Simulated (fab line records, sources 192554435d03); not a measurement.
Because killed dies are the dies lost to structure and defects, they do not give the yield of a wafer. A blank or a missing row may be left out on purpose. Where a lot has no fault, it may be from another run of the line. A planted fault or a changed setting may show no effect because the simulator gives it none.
Matching of chambers    flow n5Finfet    N5_BEOL_M11_ALD_74 on aldMetal-01: 4 sister chambers
The step deposits TaN, target thk 2 nm, pulse time 2 s, purge time 3 s. 8 wafers are shown with their chamber, then 8 later ones without.

WAFERS, EACH WITH ITS CHAMBER
wafer   chamber  heaterPowerW (W)  precursorVesselCarrierSccm (sccm)
L083.6  1        512               1003.7
L082.4  1        506               996.8
L087.1  3        421               999.0
L087.3  2        356               1005.6
L087.5  3        421               996.3
L089.1  2        361               999.3
L089.5  0        390               997.5
L091.2  0        412               1000.9

WAFERS WITHOUT THEIR CHAMBER
wafer   heaterPowerW (W)  precursorVesselCarrierSccm (sccm)
L091.4  416               1001.4
L091.5  360               999.8
L093.1  519               1002.9
L093.3  354               1002.9
L093.6  407               999.3
L097.1  517               1004.3
L097.2  362               999.2
L097.3  403               1001.7

EACH ONE'S CHAMBER
wafer   from the rows above      in truth
L091.4  can't be placed: 3 or 0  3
L091.5  2                        2
L093.1  1                        1
L093.3  2                        2
L093.6  can't be placed: 0 or 3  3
L097.1  1                        1
L097.2  2                        2
L097.3  can't be placed: 0 or 3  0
Correctly placed: 5 of 8. Not placeable from these rows: 3 (in 3, the candidates include the true chamber). Wrongly placed: 0.
How it was worked out, from the rows above alone: a wafer's distance from a chamber is the root of the sum, over the readings, of the square of ((its reading less the chamber's mean) divided by the reading's scatter). If the next closest chamber is less than 2 further off than the closest, the wafer can't be placed; otherwise it belongs to the closest. The mean given for a chamber averages the wafers shown for that chamber. How the scatter is found: for the shown wafers, subtract from each reading the mean of its chamber, square and add these, divide the total by (wafers less chambers), then take the root.
